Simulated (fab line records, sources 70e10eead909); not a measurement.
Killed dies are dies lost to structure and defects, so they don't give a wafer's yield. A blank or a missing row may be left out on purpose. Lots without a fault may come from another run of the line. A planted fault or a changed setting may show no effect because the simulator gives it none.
fab line records | flow nand_harc
record lots=6 wafers=18 last_day=33
route steps=1302 shown A_CONTACT@1074 END@1302
lots that met no fault: from a run of the same line without faults
start_h: hours from the record's first day to the start of the lot's first wafer shown | wait_h: hours since the lot's step before | " the same as in the row above | L1.1+2: a row that stands for several wafers | - no value, or no start given | * or withheld: withheld | < > ~ a bound
route shown NAME@n: a module of which the file shows steps, and the number in the route of the first | usual: mean/standard deviation of fault-free wafers | same: alike in all rows | chamber/n: place in a boat | sites: the reading at each site | _std_site: their standard deviation | _edge_site: outer sites' mean less inner sites' | radius_mm: how far each site lies from the wafer's centre | mask NAME#n: copy n | behind: the tool/chamber that last shaped the wafer | hold: why the lot was held/for how many hours/how that ended | device: the transistor (n, p or np) that didn't switch | end of line: the same wafers' tests at the end of the route | a step without rows: its recipe alone | killed: dies lost to structure and defects at the first sort, not the wafer's yield | map: a wafer's dies, x killed, . not, _ none there
set.NAME: the setting as run; set.NAME@STEP: as run at that earlier step | model.NAME: the simulator's own value behind a step, which no gauge read
lots at some steps of the route; a table a step, a row a wafer
services: from which hour (start_h, from the record's first day; less than 0 if before it) a tool's chamber was out of use, for how many hours, and why
## steps
# step NHARC_A_CONTACT_EBR_04
# step NHARC_A_CONTACT_EXPOSE_05
# recipe na=1.35 sigma_outer=0.8 dose_mj=84.24 mask_id=A_CC
# step NHARC_A_CONTACT_PEB_06
# recipe peb_temp_c=100 peb_time_s=65
# step NHARC_A_CONTACT_DEVELOP_07
# recipe develop_time_s=35 dev_temp_c=23
# step NHARC_A_CONTACT_CD_MEAS_08
# recipe target_cd_nm=200 landing_energy_ev=500
# usual cd_nm=199.8/0.5
# columns lot.wafer tool chamber start_h wait_h cd_nm
L940.1 cd_sem-01 0 596.57 - 200.0
L940.2 " 0 " " 199.6
L940.3 " 0 " " 199.5
L954.2 cd_sem-03 0 696.96 - 200.0
L954.3 " 0 " " 200.3
L954.6 " 0 " " 199.8
L952.3 cd_sem-03 0 698.82 - 199.4
L952.4 " 0 " " 200.2
L952.6 " 0 " " 200.9
L956.2 cd_sem-02 0 726.83 - 199.5
L956.3 " 0 " " 200.8
L956.4 " 0 " " 200.0
L955.1 cd_sem-01 0 732.41 - 200.3
L955.3 " 0 " " 201.4
L955.4 " 0 " " 199.7
L957.2 cd_sem-01 0 742.79 - 200.0
L957.3 " 0 " " 199.0
L957.6 " 0 " " 199.8
# step NHARC_A_CONTACT_OVL_MEAS_09
# usual overlay_x_nm=-0.1/0.93 overlay_y_nm=0.2/0.73
# columns lot.wafer tool chamber start_h wait_h overlay_x_nm overlay_y_nm
L940.1 overlay-02 - 596.66 - 0.0 0.2
L940.2 " - " " -0.6 -0.5
L940.3 " - " " -0.6 -0.3
L954.2 overlay-01 - 697.05 - -1.5 1.7
L954.3 " - " " -0.8 2.2
L954.6 " - " " -0.5 1.3
L952.3 overlay-01 - 698.91 - 0.2 0.6
L952.4 " - " " 0.5 0.6
L952.6 " - " " -0.1 0.2
L956.2 overlay-01 - 726.92 - -0.1 -0.6
L956.3 " - " " -0.5 0.5
L956.4 " - " " 0.2 -0.1
L955.1 overlay-01 - 732.50 - 0.9 1.0
L955.3 " - " " 0.8 0.9
L955.4 " - " " 1.0 0.7
L957.2 overlay-02 - 742.88 - -1.8 -0.9
L957.3 " - " " -2.3 -0.9
L957.6 " - " " -1.9 -1.4
# step NHARC_A_CONTACT_INSPECT_10
# usual raw_defect_count=86/25
# columns lot.wafer tool chamber start_h wait_h raw_defect_count
L940.1 defect_inspect-02 - 596.70 0.0 128
L940.2 " - " " 132
L940.3 " - " " 104
L954.2 defect_inspect-02 - 697.09 0.0 124
L954.3 " - " " 113
L954.6 " - " " 120
L952.3 defect_inspect-01 - 698.94 0.0 61
L952.4 " - " " 57
L952.6 " - " " 80
L956.2 defect_inspect-01 - 726.96 0.0 73
L956.3 " - " " 65
L956.4 " - " " 67
L955.1 defect_inspect-02 - 732.53 0.0 84
L955.3 " - " " 93
L955.4 " - " " 110
L957.2 defect_inspect-01 - 742.91 0.0 67
L957.3 " - " " 79
L957.6 " - " " 60
# step NHARC_A_CONTACT_DESCUM_13
# recipe time_s=3 o2_flow_sccm=200 ar_flow_sccm=0 bias_power_w=0 chemistry=O2
# usual drypump_motor_current_A=5.7/0.56 oes_product_au=1.006/0.0099 rf_vpp_V=57.7/0.92 showerhead_plenum_p_Torr=1.89/0.11 throttle_valve_pct=11.310/0.0094
# same bias_power_w=0
# columns lot.wafer tool chamber start_h wait_h drypump_motor_current_A oes_product_au rf_hours_counter_h rf_vpp_V showerhead_plenum_p_Torr throttle_valve_pct
L940.2 rie_diel-01 1 596.76 0.1 5.0 1.006 7 58.9 2.06 11.296
L940.3 " 3 " " 6.3 1.016 8 57.8 1.82 11.322
L940.1 " 0 " " 6.0 1.013 7 59.0 1.81 11.306
L954.2 rie_diel-01 2 697.16 0.1 4.9 1.009 22 58.2 1.92 11.305
L954.3 " 0 " " 6.0 1.010 24 56.7 1.80 11.313
L954.6 " 2 " " 4.9 1.009 - 57.4 1.92 11.305
L952.3 rie_diel-01 0 699.00 0.1 6.0 0.998 24 57.8 1.80 11.307
L952.4 " 3 " " 6.3 1.007 24 56.6 1.82 11.309
L952.6 " 0 " " 6.0 0.990 - 58.1 1.80 11.307
L956.2 rie_diel-01 3 727.02 0.1 6.3 1.011 29 57.0 1.81 11.321
L956.3 " 1 " " 4.9 1.015 29 58.9 2.06 11.307
L956.4 " 0 " " 6.0 1.023 - 57.2 1.80 11.299
L955.1 rie_diel-01 3 732.61 0.1 6.3 1.015 31 57.9 1.81 11.319
L955.3 " 0 " " 6.0 1.015 32 56.8 1.80 11.325
L955.4 " 1 " " 5.0 1.019 - 58.8 2.06 11.315
L957.2 rie_diel-11 0 742.99 0.1 6.3 0.990 38 58.1 1.85 11.322
L957.3 " 1 " " 5.8 0.990 41 56.4 1.82 11.324
L957.6 " 3 " " 5.4 1.028 - 57.4 2.02 11.300
# step NHARC_A_CONTACT_ETCH_88
# recipe target_depth_a=390 over_etch_frac=0.3 time_s=65 ion_energy_ev=80 cf4_flow_sccm=150 ar_flow_sccm=0 rf_w=300 bias_w=100 chemistry=CF4
# usual bias_w=100.0/0.3 cf4_flow_sccm=150.0/0.45 drypump_motor_current_A=5.7/0.57 oes_product_au=1.007/0.0097 rf_vpp_V=151.0/1.4 showerhead_plenum_p_Torr=1.75/0.092 throttle_valve_pct=13.284/0.0089
# columns lot.wafer tool chamber start_h wait_h bias_w cf4_flow_sccm drypump_motor_current_A oes_product_au rf_hours_counter_h rf_vpp_V showerhead_plenum_p_Torr throttle_valve_pct
L940.3 rie_diel-01 3 596.85 0.1 99.7 150.3 6.3 1.015 8 150.5 1.69 13.281
L940.2 " 1 " " 100.6 149.6 4.9 1.016 7 153.0 1.90 13.274
L940.1 " 2 " " 100.1 150.8 4.9 1.000 7 150.8 1.78 13.275
L954.2 rie_diel-01 1 697.24 0.1 99.9 150.3 4.9 1.021 22 153.2 1.89 13.286
L954.3 " 2 " " 99.4 149.6 4.9 1.011 22 150.5 1.77 13.272
L954.6 " 1 " " 100.4 150.2 4.9 1.031 - 152.8 1.89 13.276
L952.3 rie_diel-01 0 699.09 0.1 99.1 150.5 6.0 1.016 24 149.8 1.67 13.293
L952.4 " 1 " " 99.7 149.8 4.9 1.011 23 152.1 1.89 13.275
L952.6 " 0 " " 99.6 149.7 6.0 1.010 - 150.1 1.67 13.294
L956.2 rie_diel-01 3 727.13 0.1 100.0 149.8 6.3 1.017 29 149.2 1.68 13.290
L956.3 " 0 " " 99.7 148.7 6.0 1.014 30 149.7 1.67 13.286
L956.4 " 3 " " 99.9 149.9 6.3 1.009 - 150.4 1.68 13.272
L955.3 rie_diel-01 0 732.70 0.1 100.2 149.8 6.0 1.018 32 149.5 1.67 13.284
L955.1 " 1 " " 99.9 150.3 4.9 1.013 31 151.9 1.89 13.276
L955.4 " 3 " " 99.3 150.1 6.3 1.012 - 147.9 1.68 13.261
L957.2 rie_diel-11 1 743.06 0.1 99.9 150.2 5.8 0.997 41 149.1 1.69 13.279
L957.3 " 0 " " 99.5 150.0 6.2 0.989 39 151.5 1.71 13.295
L957.6 " 2 " " 99.9 150.3 5.5 0.995 - 153.6 1.90 13.305
# step NHARC_A_CONTACT_ETCH_89
# recipe target_depth_a=2600 over_etch_frac=0.3 time_s=475.3 ion_energy_ev=200 n2_flow_sccm=150 h2_flow_sccm=150 ar_flow_sccm=0 rf_w=400 bias_w=150 chemistry=N2/H2
# step NHARC_A_CONTACT_ETCH_30
# recipe target_depth_a=726 time_s=36.3 cf4_flow_sccm=100 chf3_flow_sccm=30 ar_flow_sccm=0 rf_w=500 bias_w=200 chemistry=CF4/CHF3
# usual bias_w=200.0/0.63 cf4_flow_sccm=100.00/0.3 drypump_motor_current_A=5.7/0.55 oes_product_au=0.938/0.021 rf_vpp_V=369.9/2.9 showerhead_plenum_p_Torr=1.55/0.082 throttle_valve_pct=16.804/0.0092
# columns lot.wafer tool chamber start_h wait_h bias_w cf4_flow_sccm drypump_motor_current_A oes_product_au rf_hours_counter_h rf_vpp_V showerhead_plenum_p_Torr throttle_valve_pct
L940.2 rie_diel-01 3 - - 199.3 100.07 6.3 1.007 8 366.7 1.50 16.801
L940.1 " 0 " " 199.5 100.13 6.0 0.993 7 368.3 1.49 16.796
L940.3 " 1 " " 199.9 100.14 4.9 0.967 8 375.4 1.69 16.808
L954.2 rie_diel-01 1 - - 199.3 100.37 4.9 0.969 23 374.0 1.69 16.814
L954.3 " 3 " " 200.5 99.61 6.3 0.988 24 368.8 1.50 16.803
L954.6 " 1 " " 198.7 100.12 5.0 0.974 - 374.5 1.69 16.801
L952.3 rie_diel-01 3 - - 200.7 99.82 6.3 0.944 24 368.4 1.50 16.802
L952.4 " 2 " " 200.0 99.50 4.9 0.929 22 371.3 1.58 16.798
L952.6 " 3 " " 199.5 99.51 6.3 0.945 - 366.4 1.50 16.806
L956.2 rie_diel-01 0 - - 199.0 100.33 6.0 0.939 31 367.3 1.48 16.795
L956.3 " 1 " " 200.4 100.36 5.0 0.942 29 373.6 1.68 16.791
L956.4 " 3 " " 199.7 99.51 6.3 0.929 - 367.5 1.50 16.805
L955.1 rie_diel-01 1 - - 199.3 100.08 4.9 0.935 31 373.8 1.68 16.812
L955.3 " 0 " " 201.2 100.07 6.0 0.930 32 367.4 1.48 16.806
L955.4 " 1 " " 200.3 100.23 5.0 0.938 - 374.3 1.68 16.803
L957.3 rie_diel-11 3 - - 199.6 99.61 5.4 0.943 40 372.9 1.66 16.811
L957.2 " 0 " " 200.6 100.21 6.2 0.920 39 369.4 1.52 16.809
L957.6 " 2 " " 200.7 99.98 5.5 0.922 - 374.3 1.69 16.787
# step NHARC_A_CONTACT_ETCH_31
# recipe target_depth_a=28000 over_etch_frac=0.3 time_s=728 ion_energy_ev=150 o2_flow_sccm=400 cos_flow_sccm=20 ar_flow_sccm=0 rf_w=500 bias_w=300 chemistry=O2/COS
# usual bias_w=299.9/0.91 chamber_pressure_mTorr=19.999/0.018 drypump_motor_current_A=5.7/0.57 oes_product_au=1.007/0.011 rf_vpp_V=313.5/2.5 showerhead_plenum_p_Torr=3.08/0.16 throttle_valve_pct=28.329/0.0098
# columns lot.wafer tool chamber start_h wait_h bias_w chamber_pressure_mTorr drypump_motor_current_A oes_product_au rf_hours_counter_h rf_vpp_V showerhead_plenum_p_Torr throttle_valve_pct
L940.3 rie_diel-01 2 - - 299.1 19.991 4.9 1.009 7 314.6 3.14 28.334
L940.2 " 3 " " 300.1 19.994 6.3 1.017 8 313.0 2.98 28.312
L940.1 " 0 " " 300.1 20.002 6.1 0.999 7 311.9 2.96 28.316
L954.3 rie_diel-01 2 - - 299.1 19.986 4.9 1.011 22 314.3 3.13 28.334
L954.2 " 3 " " 298.4 19.985 6.3 1.027 24 312.5 2.97 28.317
L954.6 " 0 " " 299.6 19.982 6.0 1.011 - 312.7 2.95 28.334
L952.3 rie_diel-01 2 - - 300.2 19.988 4.9 1.008 22 314.3 3.13 28.322
L952.4 " 3 " " 299.9 20.001 6.3 1.009 24 311.1 2.97 28.324
L952.6 " 0 " " 299.1 20.036 6.0 1.003 - 311.4 2.95 28.338
L956.2 rie_diel-01 1 - - 299.6 19.973 4.9 1.013 29 316.0 3.34 28.331
L956.3 " 3 " " 301.7 19.973 6.3 1.015 29 311.7 2.97 28.325
L956.4 " 3 " " 301.5 19.990 6.3 1.022 - 311.8 2.97 28.323
L955.3 rie_diel-01 3 - - 299.4 20.004 6.3 1.020 31 312.4 2.97 28.348
L955.1 " 0 " " 301.5 20.024 6.1 1.003 33 311.6 2.94 28.326
L955.4 " 3 " " 299.7 19.985 6.3 1.022 - 311.6 2.97 28.331
L957.3 rie_diel-11 1 - - 300.3 20.007 5.8 1.002 41 311.8 2.98 28.326
L957.2 " 2 " " 299.8 20.003 5.5 1.008 37 317.0 3.35 28.334
L957.6 " 0 " " 300.4 19.978 6.3 0.999 - 311.8 3.02 28.345
# step NHARC_A_CONTACT_ETCH_134
# recipe source_w=withheld pressure_mtorr=20 bias_v=withheld time_s=140 target_depth_a=7000 ar_flow_sccm=withheld c4f8_flow_sccm=withheld o2_flow_sccm=withheld chemistry=C4F8/O2/Ar
# usual chamber_pressure_mTorr=20.000/0.019 oes_air_line_au=1.003/0.021
# columns lot.wafer tool chamber start_h wait_h chamber_pressure_mTorr oes_air_line_au rf_hours_counter_h
L940.1 har_cap_etch-01 0 597.88 - 20.005 0.971 14
L940.2 " 1 " " 19.986 0.979 14
L940.3 " 1 " " 19.991 0.980 -
L954.2 har_cap_etch-03 0 698.31 - - - -
L954.3 " 1 " " - - -
L954.6 " 0 " " - - -
L952.4 har_cap_etch-01 1 700.20 - - - -
L952.3 " 0 " " - - -
L952.6 " 1 " " - - -
L956.2 har_cap_etch-01 0 728.39 - 19.991 1.005 36
L956.3 " 1 " " 20.022 0.995 -
L956.4 " 0 " " 20.019 1.009 -
L955.1 har_cap_etch-03 0 733.96 - 20.002 1.002 84
L955.4 " 1 " " 19.985 1.020 -
L955.3 " 0 " " 19.989 0.979 -
L957.2 har_cap_etch-01 1 744.12 - 20.022 0.994 37
L957.3 " 0 " " 20.005 1.004 -
L957.6 " 0 " " 19.997 1.035 -
# step NHARC_A_CONTACT_ETCH_135
# recipe source_w=withheld pressure_mtorr=20 bias_v=1200 time_s=311 target_depth_a=19120 ar_flow_sccm=withheld c4f8_flow_sccm=withheld o2_flow_sccm=withheld chemistry=C4F8/O2/Ar
# usual chamber_pressure_mTorr=20.000/0.019 oes_air_line_au=1.000/0.021
# columns lot.wafer tool chamber start_h wait_h chamber_pressure_mTorr oes_air_line_au rf_hours_counter_h
L940.1 har_cap_etch-01 0 598.24 0.3 19.999 0.975 14
L940.2 " 1 " " 20.000 1.000 14
L940.3 " 1 " " 19.988 0.964 -
L954.2 har_cap_etch-03 0 698.52 0.2 20.005 1.042 77
L954.3 " 1 " " 20.005 0.999 -
L954.6 " 0 " " 20.006 1.033 -
L952.4 har_cap_etch-01 1 700.42 0.2 20.015 0.959 -
L952.3 " 0 " " 20.007 1.006 -
L952.6 " 1 " " 19.982 0.970 -
L956.2 har_cap_etch-01 0 728.61 0.2 19.970 0.972 36
L956.3 " 1 " " 19.984 1.012 -
L956.4 " 0 " " 19.986 0.984 -
L955.1 har_cap_etch-03 0 734.17 0.2 20.004 1.022 84
L955.4 " 1 " " 19.986 0.998 -
L955.3 " 0 " " 20.013 0.992 -
L957.2 har_cap_etch-01 1 744.33 0.2 19.988 0.986 38
L957.3 " 0 " " 20.011 1.021 -
L957.6 " 0 " " 20.027 0.989 -
# step NHARC_END_SORT_01
# recipe temp_c=25
# usual killed_at_array=62/15 killed_at_other=0.8/1 killed_at_periphery=3.7/2.6 killed_dies=66/15 killed_open=3.1/1.8 killed_short=2.6/1.7
# same gross_dies=677
# columns lot.wafer tool chamber start_h wait_h killed_at_array killed_at_other killed_at_periphery killed_dies killed_open killed_short
L954.2 prober-01 0 748.34 2.8 675 1 1 677 1 2
L954.3 prober-01 0 749.14 3.1 673 2 2 677 1 4
L954.6 prober-01 0 751.53 4.0 676 0 1 677 2 3
L952.3 prober-02 0 749.14 3.1 675 0 2 677 4 2
L952.4 prober-02 0 749.94 3.4 671 0 6 677 3 2
L952.6 prober-02 0 751.53 4.0 673 0 4 677 2 1
# killed by level:class
L954.2 A_CONTACT:area_etch=599 A_SLIT:chamber_film_flake=30 A_CHANNEL_HOLE_D2:chamber_film_flake=16 A_CHANNEL_HOLE_D1:chamber_film_flake=13 A_WL_FILL:chamber_film_flake=4 A_CHANNEL_FILL_D1:chamber_film_flake=3 A_CONTACT:chamber_film_flake=3 A_CHANNEL_HOLE_D2:geometric_particle:short=2
L954.3 A_CONTACT:area_etch=597 A_SLIT:chamber_film_flake=23 A_CHANNEL_HOLE_D1:chamber_film_flake=20 A_CHANNEL_HOLE_D2:chamber_film_flake=18 A_STAIRCASE:chamber_film_flake=5 A_DECK1_JOINT:geometric_particle:short=2 A_CHANNEL_FILL_D1:chamber_film_flake=2 A_WL_FILL:chamber_film_flake=2
L952.3 A_CONTACT:area_etch=627 A_CHANNEL_HOLE_D1:chamber_film_flake=26 A_CONTACT:chamber_film_flake=6 A_SLIT:chamber_film_flake=5 A_STAIRCASE:chamber_film_flake=3 A_ONON_D1:geometric_particle:open=2 P_CONTACT:chamber_film_flake=2 A_CHANNEL_HOLE_D1:geometric_particle:open=1
L952.4 A_CONTACT:area_etch=623 A_CHANNEL_HOLE_D1:chamber_film_flake=25 A_STAIRCASE:chamber_film_flake=9 A_SLIT:chamber_film_flake=4 P_CONTACT:chamber_film_flake=3 A_M0:chamber_film_flake=3 A_CONTACT:chamber_film_flake=2 P_GATE:geometric_particle:open=1
L952.6 A_CONTACT:area_etch=621 A_CHANNEL_HOLE_D1:chamber_film_flake=28 A_STAIRCASE:chamber_film_flake=8 A_SLIT:chamber_film_flake=5 A_M0:chamber_film_flake=3 P_ZERO_WELL:chamber_film_flake=2 A_WL_FILL:chamber_film_flake=2 A_CHANNEL_FILL_D1:geometric_particle:open=1
L954.6 A_CONTACT:area_etch=595 A_SLIT:chamber_film_flake=31 A_CHANNEL_HOLE_D2:chamber_film_flake=19 A_CHANNEL_HOLE_D1:chamber_film_flake=16 A_STAIRCASE:chamber_film_flake=5 A_WL_FILL:chamber_film_flake=3 A_ONON_D1:geometric_particle:open=1 A_DECK1_JOINT:geometric_particle:open=1
# map L952.3 (x killed, . not)
____________x____________
_________xxxxxxx_________
_______xxxxxxxxxxx_______
______xxxxxxxxxxxxx______
_____xxxxxxxxxxxxxxx_____
____xxxxxxxxxxxxxxxxx____
____xxxxxxxxxxxxxxxxx____
___xxxxxxxxxxxxxxxxxxx___
___xxxxxxxxxxxxxxxxxxx___
__xxxxxxxxxxxxxxxxxxxxx__
__xxxxxxxxxxxxxxxxxxxxx__
_xxxxxxxxxxxxxxxxxxxxxxx_
_xxxxxxxxxxxxxxxxxxxxxxx_
_xxxxxxxxxxxxxxxxxxxxxxx_
_xxxxxxxxxxxxxxxxxxxxxxx_
_xxxxxxxxxxxxxxxxxxxxxxx_
xxxxxxxxxxxxxxxxxxxxxxxxx
xxxxxxxxxxxxxxxxxxxxxxxxx
xxxxxxxxxxxxxxxxxxxxxxxxx
xxxxxxxxxxxxxxxxxxxxxxxxx
xxxxxxxxxxxxxxxxxxxxxxxxx
_xxxxxxxxxxxxxxxxxxxxxxx_
_xxxxxxxxxxxxxxxxxxxxxxx_
_xxxxxxxxxxxxxxxxxxxxxxx_
_xxxxxxxxxxxxxxxxxxxxxxx_
_xxxxxxxxxxxxxxxxxxxxxxx_
__xxxxxxxxxxxxxxxxxxxxx__
__xxxxxxxxxxxxxxxxxxxxx__
___xxxxxxxxxxxxxxxxxxx___
___xxxxxxxxxxxxxxxxxxx___
____xxxxxxxxxxxxxxxxx____
____xxxxxxxxxxxxxxxxx____
_____xxxxxxxxxxxxxxx_____
______xxxxxxxxxxxxx______
_______xxxxxxxxxxx_______
_________xxxxxxx_________
____________x____________
# map L954.2 (x killed, . not)
____________x____________
_________xxxxxxx_________
_______xxxxxxxxxxx_______
______xxxxxxxxxxxxx______
_____xxxxxxxxxxxxxxx_____
____xxxxxxxxxxxxxxxxx____
____xxxxxxxxxxxxxxxxx____
___xxxxxxxxxxxxxxxxxxx___
___xxxxxxxxxxxxxxxxxxx___
__xxxxxxxxxxxxxxxxxxxxx__
__xxxxxxxxxxxxxxxxxxxxx__
_xxxxxxxxxxxxxxxxxxxxxxx_
_xxxxxxxxxxxxxxxxxxxxxxx_
_xxxxxxxxxxxxxxxxxxxxxxx_
_xxxxxxxxxxxxxxxxxxxxxxx_
_xxxxxxxxxxxxxxxxxxxxxxx_
xxxxxxxxxxxxxxxxxxxxxxxxx
xxxxxxxxxxxxxxxxxxxxxxxxx
xxxxxxxxxxxxxxxxxxxxxxxxx
xxxxxxxxxxxxxxxxxxxxxxxxx
xxxxxxxxxxxxxxxxxxxxxxxxx
_xxxxxxxxxxxxxxxxxxxxxxx_
_xxxxxxxxxxxxxxxxxxxxxxx_
_xxxxxxxxxxxxxxxxxxxxxxx_
_xxxxxxxxxxxxxxxxxxxxxxx_
_xxxxxxxxxxxxxxxxxxxxxxx_
__xxxxxxxxxxxxxxxxxxxxx__
__xxxxxxxxxxxxxxxxxxxxx__
___xxxxxxxxxxxxxxxxxxx___
___xxxxxxxxxxxxxxxxxxx___
____xxxxxxxxxxxxxxxxx____
____xxxxxxxxxxxxxxxxx____
_____xxxxxxxxxxxxxxx_____
______xxxxxxxxxxxxx______
_______xxxxxxxxxxx_______
_________xxxxxxx_________
____________x____________
## services
# columns tool chamber start_h hours kind
rie_diel-11 2 580.32 2.7 repair
rie_diel-01 0 591.32 - clean
rie_diel-01 1 591.32 - clean
rie_diel-01 2 591.32 - clean
rie_diel-01 3 591.32 - clean
rie_diel-11 - 610.70 9.0 pm
rie_diel-01 0 615.82 - clean
rie_diel-01 1 615.82 - clean
rie_diel-01 2 615.82 - clean
rie_diel-01 3 615.82 - clean
rie_diel-01 0 640.32 - clean
rie_diel-01 1 640.32 - clean
rie_diel-01 2 640.32 - clean
rie_diel-01 3 640.32 - clean
rie_diel-11 2 643.46 6.4 repair
rie_diel-01 0 664.82 - clean
rie_diel-01 1 664.82 - clean
rie_diel-01 2 664.82 - clean
rie_diel-01 3 664.82 - clean
rie_diel-01 0 689.32 - clean
rie_diel-01 1 689.32 - clean
rie_diel-01 2 689.32 - clean
rie_diel-01 3 689.32 - clean
rie_diel-01 0 713.82 - clean
## key
first_sign step=NHARC_A_CONTACT_ETCH_134 reading=tool_record direction=missing
effect step=NHARC_END_SORT_01 reading=killed_at_array direction=up sigmas=40 usual=62 struck=674
more_kills_born_at NHARC_A_CONTACT_ETCH_134@har_cap_etch-01=1871 NHARC_A_CONTACT_ETCH_134@har_cap_etch-03=1791
met_at NHARC_A_CONTACT_ETCH_134
struck_wafers L952.3,L952.4,L952.6,L954.2,L954.3,L954.6
later_rows_left_out L952.3,L952.4,L952.6,L954.2,L954.3,L954.6
tester_left_out L952,L954
onset_between 597.88 698.31
fault kind=skipped_step_whole tool=har_cap_etch-01,har_cap_etch-03 chamber=- onset_h=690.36 steps=NHARC_A_CONTACT_ETCH_134 scope=struck_lots_only
# tester_left_out: of these lots the tester's yield and bins aren't shown, on N5 and GAA mostly nor the transistor test; their killed dies are dies lost to structure and defects alone, not to doping, threshold or leakage, so they don't give the yield
# later_rows_left_out: the simulator's readings of these wafers behind a module that went badly wrong aren't trusted and aren't shown, but for the sort
